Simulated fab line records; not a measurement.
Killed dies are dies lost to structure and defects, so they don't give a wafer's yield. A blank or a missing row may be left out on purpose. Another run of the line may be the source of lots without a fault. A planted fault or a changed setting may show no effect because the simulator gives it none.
Chamber matching :: flow n5_finfet :: pecvd-02 running N5_BEOL_M2_DEP_57: 3 sister chambers
The step deposits SiCN from 3MS/NH3, target thk 8 nm, time 14 s. 3 wafers are shown with their chamber, then 7 later ones without.

== WAFERS WITH THEIR CHAMBER ==
wafer: L083.2
chamber: 1
throttle_valve_pct (%): 9.1

wafer: L092.2
chamber: 2
throttle_valve_pct (%): 9.2

wafer: L092.3
chamber: 0
throttle_valve_pct (%): 8.5

== WAFERS WITH NO CHAMBER GIVEN ==
wafer: L092.6
throttle_valve_pct (%): 8.9

wafer: L094.3
throttle_valve_pct (%): 9.0

wafer: L094.5
throttle_valve_pct (%): 9.0

wafer: L094.6
throttle_valve_pct (%): 9.3

wafer: L095.2
throttle_valve_pct (%): 8.6

wafer: L095.4
throttle_valve_pct (%): 9.3

wafer: L095.5
throttle_valve_pct (%): 9.1

== WHICH CHAMBER EACH WENT THROUGH ==
wafer: L092.6
from the rows above: can't be placed: 1 or 2 or 0
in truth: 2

wafer: L094.3
from the rows above: can't be placed: 1 or 2
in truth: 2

wafer: L094.5
from the rows above: can't be placed: 1 or 2
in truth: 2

wafer: L094.6
from the rows above: can't be placed: 2 or 1
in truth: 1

wafer: L095.2
from the rows above: 0
in truth: 0

wafer: L095.4
from the rows above: can't be placed: 2 or 1
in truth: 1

wafer: L095.5
from the rows above: can't be placed: 1 or 2
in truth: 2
Correctly placed: 1 of 7. Cannot be placed on the basis of these rows: 6; the candidates contain the true chamber in 6. Number placed wrongly: 0.
How it was worked out, from the rows above alone: a wafer's distance from a chamber is the root of the sum, over the readings, of the square of ((its reading less the chamber's mean) divided by the reading's scatter). If the next closest chamber is less than 2 further off than the closest, the wafer can't be placed; otherwise it belongs to the closest. Each chamber's mean is taken over the wafers shown for it. The scatter: root of mean squared gap, hidden wafer to nearest shown wafer, with one shown wafer a chamber.
